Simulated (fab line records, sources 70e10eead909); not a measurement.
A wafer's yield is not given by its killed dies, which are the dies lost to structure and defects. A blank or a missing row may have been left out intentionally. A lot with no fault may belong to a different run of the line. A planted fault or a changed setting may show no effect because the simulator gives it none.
Chamber matching | flow nandHarc | NHARC_A_M0_DESCUM_14 on rieDiel-06: 4 sister chambers
The step chemistry O2, time 3 s. 4 wafers are shown with their chamber, then 12 later ones without.

## WAFERS WITH THEIR CHAMBER
wafer  | chamber | showerheadPlenumPTorr (Torr)
L084.6 | 0       | 2.04
L082.1 | 2       | 1.89
L086.3 | 3       | 1.90
L086.5 | 1       | 2.01

## WAFERS MISSING THEIR CHAMBER
wafer  | showerheadPlenumPTorr (Torr)
L087.4 | 1.89
L087.5 | 2.02
L087.6 | 1.89
L092.3 | 1.90
L092.4 | 2.01
L092.6 | 1.90
L094.4 | 1.90
L094.5 | 1.89
L094.6 | 2.01
L095.1 | 2.01
L095.5 | 2.01
L095.6 | 2.04

## WHICH CHAMBER EACH WENT THROUGH
wafer  | from the rows above | in truth
L087.4 | 2                   | 2
L087.5 | 1                   | 1
L087.6 | 2                   | 2
L092.3 | 3                   | 3
L092.4 | 1                   | 1
L092.6 | 3                   | 3
L094.4 | 3                   | 3
L094.5 | 2                   | 2
L094.6 | 1                   | 1
L095.1 | 1                   | 1
L095.5 | 1                   | 1
L095.6 | 0                   | 0
Placed correctly: 12 of 12. From these rows, 0 cannot be placed. Placed wrongly: 0.
How it was worked out, from the rows above alone: a wafer's distance from a chamber is the root of the sum, over the readings, of the square of ((its reading less the chamber's mean) divided by the reading's scatter). The wafer belongs to the nearest chamber; if the next one is less than 2 further off, it can't be placed. For every chamber, the mean is computed from those of its wafers that are shown. The scatter: with one shown wafer a chamber, the root of the mean of the squares of how far each hidden wafer lies from its nearest shown one.
